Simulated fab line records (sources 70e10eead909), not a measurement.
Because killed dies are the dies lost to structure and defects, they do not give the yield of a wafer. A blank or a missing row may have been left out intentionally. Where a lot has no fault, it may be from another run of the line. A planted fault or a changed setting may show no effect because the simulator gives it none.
One fault seen from 3 desks ; flow nandHarc ; numbers are kept per desk, each desk with only its own; the story behind them comes last

## THE METROLOGY DESK
Lot by lot, what the gauges showed, no matter which tool ran the lot: averages of those sampled wafers that carry a number. Any lot whose mean is over 4 standard deviations away from the usual mean is out of limits and marked OUT; that distance is given in the brackets.
Columns: A = thkNm at NHARC_A_ONON_D2_THK_MEAS_14, usual 1001 nm; B = thkNm at NHARC_A_ONON_D2_THK_MEAS_21, usual 998 nm
lot;first seen here;A;B
L953;day 12 12:56;999;996
L955;day 13 11:40;995;996
L960;day 15 11:13;1003;1001
L966;day 18 14:13;999;990
L968;day 18 20:46;989;1013
L969;day 19 11:16;1001;989
L971;day 20 07:23;997;1008
L973;day 20 09:59;1003;997
L972;day 20 10:04;1002;995
L975;day 21 12:41;1003;987
L974;day 21 12:43;1003;1001
L976;day 22 11:52;1007;990
Result from this desk: across the 12 lots, nothing is out of limits.

## THE DEFECT DESK
Per lot, the means of the sampled wafers with a number show what the inspections along the route counted. Any lot whose mean is over 4 standard deviations away from the usual mean is out of limits and marked OUT; that distance is given in the brackets.
Columns: A = rawDefectCount at NHARC_A_DECK1_JOINT_INSPECT_05, usual 364
lot;first seen here;A
L953;day 12 10:05;222
L955;day 13 08:49;331
L960;day 15 08:20;664
L966;day 18 11:22;425
L968;day 18 17:56;437
L969;day 19 08:26;230
L971;day 20 04:32;219
L973;day 20 07:08;356
L972;day 20 07:11;276
L975;day 21 09:50;318
L974;day 21 09:50;521
L976;day 22 09:01;373
Result from this desk: across the 12 lots, nothing is out of limits.

## DESK OF THE TOOL OWNER: cmp-02
The tool's own readings at NHARC_A_DECK1_JOINT_CMP_02 (polishes SiOx): means of the sampled wafers that have a number, for each lot that ran on this tool. Any lot whose mean is over 4 standard deviations away from the usual mean is out of limits and marked OUT; that distance is given in the brackets.
Columns: A = edgeZonePressureFrac at NHARC_A_DECK1_JOINT_CMP_02, usual 1.000; B = motorCurrentA at NHARC_A_DECK1_JOINT_CMP_02, usual 11.5 A; C = slurryFilterDpKPa at NHARC_A_DECK1_JOINT_CMP_02, usual 13.49 kPa
lot;first seen here;A;B;C
L953;day 12 09:17;0.994;11.6;13.50
L955;day 13 08:06;1.001;12.0;13.50
L960;day 15 07:38;0.996;11.7;13.54
L968;day 18 17:13;0.995;12.2;13.44
L971;day 20 03:50;0.996;11.7;13.35
L975;day 21 09:09;1.001;11.9;13.57
Result from this desk: across the 6 lots, nothing is out of limits.

## BROUGHT TOGETHER
The metrology desk saw nothing out of limits.
Nothing the defect desk looked at was out of limits.
The desk of the tool owner found nothing out of limits.

## WHAT THE SIMULATOR HAD PUT IN
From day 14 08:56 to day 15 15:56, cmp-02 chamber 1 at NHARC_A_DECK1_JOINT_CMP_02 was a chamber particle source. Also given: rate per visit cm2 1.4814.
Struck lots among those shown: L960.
